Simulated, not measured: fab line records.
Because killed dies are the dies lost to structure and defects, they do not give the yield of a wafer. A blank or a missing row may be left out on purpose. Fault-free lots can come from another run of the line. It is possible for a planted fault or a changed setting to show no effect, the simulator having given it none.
Chamber matching + flow nand_harc + 4 sister chambers for NHARC_A_M1_DESCUM_14 on rie_diel-02
The step chemistry O2, time 3 s. 4 wafers are shown with their chamber, then 12 later ones without.

== WAFERS WITH THEIR CHAMBER ==
| wafer  | chamber | drypump_motor_current_A (A) |
|--------|---------|-----------------------------|
| L082.2 | 3       | 6.0                         |
| L082.4 | 0       | 5.7                         |
| L085.1 | 1       | 6.1                         |
| L085.5 | 2       | 5.4                         |

== WAFERS WITH NO CHAMBER GIVEN ==
| wafer  | drypump_motor_current_A (A) |
|--------|-----------------------------|
| L085.3 | 6.1                         |
| L085.4 | 5.7                         |
| L085.6 | 6.1                         |
| L088.1 | 6.0                         |
| L088.2 | 5.4                         |
| L088.6 | 5.4                         |
| L095.1 | 6.2                         |
| L095.2 | 5.4                         |
| L095.4 | 6.1                         |
| L093.4 | 5.4                         |
| L093.5 | 6.0                         |
| L093.6 | 5.4                         |

== THE CHAMBER EACH PASSED THROUGH ==
| wafer  | from the rows above | in truth                   |
|--------|---------------------|----------------------------|
| L085.3 | 1                   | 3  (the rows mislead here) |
| L085.4 | 0                   | 0                          |
| L085.6 | 1                   | 1                          |
| L088.1 | 3                   | 3                          |
| L088.2 | 2                   | 2                          |
| L088.6 | 2                   | 2                          |
| L095.1 | 1                   | 1                          |
| L095.2 | 2                   | 2                          |
| L095.4 | 1                   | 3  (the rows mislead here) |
| L093.4 | 2                   | 2                          |
| L093.5 | 3                   | 3                          |
| L093.6 | 2                   | 2                          |
Correct placement for 10 of the 12. Can't be placed from these rows: 0. 2 placed wrongly.
How it was worked out, from the rows above alone: a wafer's distance from a chamber is the root of the sum, over the readings, of the square of ((its reading less the chamber's mean) divided by the reading's scatter). If the next closest chamber is less than 2 further off than the closest, the wafer can't be placed; otherwise it belongs to the closest. For every chamber, the mean is computed from those of its wafers that are shown. The scatter: with one shown wafer a chamber, the root of the mean of the squares of how far each hidden wafer lies from its nearest shown one.
